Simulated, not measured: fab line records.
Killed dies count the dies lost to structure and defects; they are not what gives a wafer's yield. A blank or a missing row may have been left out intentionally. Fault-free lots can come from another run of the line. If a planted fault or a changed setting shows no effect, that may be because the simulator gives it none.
Matching of chambers || flow n5Finfet || N5_BEOL_M8_ETCH_65 on rieDiel-04 has 4 sister chambers
The step etches SiARC in CF4, target depth 15.6 nm, time 26 s. 8 wafers are shown with their chamber, then 9 later ones without.

== WAFERS, EACH WITH ITS CHAMBER ==
{"wafer": "L077.5", "chamber": 2, "drypumpMotorCurrentA (A)": 5.6, "throttleValvePct (%)": 15.96}
{"wafer": "L079.3", "chamber": 0, "drypumpMotorCurrentA (A)": 6.2, "throttleValvePct (%)": 15.34}
{"wafer": "L085.2", "chamber": 0, "drypumpMotorCurrentA (A)": 6.2, "throttleValvePct (%)": 15.39}
{"wafer": "L085.3", "chamber": 1, "drypumpMotorCurrentA (A)": 6.2, "throttleValvePct (%)": 15.39}
{"wafer": "L085.4", "chamber": 3, "drypumpMotorCurrentA (A)": 5.5, "throttleValvePct (%)": 15.54}
{"wafer": "L089.2", "chamber": 3, "drypumpMotorCurrentA (A)": 5.5, "throttleValvePct (%)": 15.58}
{"wafer": "L089.3", "chamber": 2, "drypumpMotorCurrentA (A)": 5.5, "throttleValvePct (%)": 16.02}
{"wafer": "L089.5", "chamber": 1, "drypumpMotorCurrentA (A)": 6.2, "throttleValvePct (%)": 15.41}

== WAFERS WITHOUT THEIR CHAMBER ==
{"wafer": "L092.1", "drypumpMotorCurrentA (A)": 6.2, "throttleValvePct (%)": 15.44}
{"wafer": "L092.2", "drypumpMotorCurrentA (A)": 5.5, "throttleValvePct (%)": 15.59}
{"wafer": "L092.6", "drypumpMotorCurrentA (A)": 5.5, "throttleValvePct (%)": 16.03}
{"wafer": "L091.1", "drypumpMotorCurrentA (A)": 6.2, "throttleValvePct (%)": 15.44}
{"wafer": "L091.3", "drypumpMotorCurrentA (A)": 5.5, "throttleValvePct (%)": 15.59}
{"wafer": "L091.6", "drypumpMotorCurrentA (A)": 5.5, "throttleValvePct (%)": 16.02}
{"wafer": "L095.4", "drypumpMotorCurrentA (A)": 6.2, "throttleValvePct (%)": 15.44}
{"wafer": "L095.5", "drypumpMotorCurrentA (A)": 6.2, "throttleValvePct (%)": 15.43}
{"wafer": "L095.6", "drypumpMotorCurrentA (A)": 5.5, "throttleValvePct (%)": 15.59}

== CHAMBER TAKEN BY EACH ==
{"wafer": "L092.1", "from the rows above": "can't be placed: 1 or 0", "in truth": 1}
{"wafer": "L092.2", "from the rows above": 3, "in truth": 3}
{"wafer": "L092.6", "from the rows above": 2, "in truth": 2}
{"wafer": "L091.1", "from the rows above": "can't be placed: 1 or 0", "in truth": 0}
{"wafer": "L091.3", "from the rows above": 3, "in truth": 3}
{"wafer": "L091.6", "from the rows above": 2, "in truth": 2}
{"wafer": "L095.4", "from the rows above": "can't be placed: 1 or 0", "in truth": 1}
{"wafer": "L095.5", "from the rows above": "can't be placed: 1 or 0", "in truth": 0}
{"wafer": "L095.6", "from the rows above": 3, "in truth": 3}
Correct placement for 5 of the 9. From these rows, 4 cannot be placed; in 4 the true chamber is one of the candidates. Number placed wrongly: 0.
How it was worked out, from the rows above alone: a wafer's distance from a chamber is the root of the sum, over the readings, of the square of ((its reading less the chamber's mean) divided by the reading's scatter). The wafer belongs to the nearest chamber; if the next one is less than 2 further off, it can't be placed. Each chamber's mean is taken over the wafers shown for it. How the scatter is found: for the shown wafers, subtract from each reading the mean of its chamber, square and add these, divide the total by (wafers less chambers), then take the root.
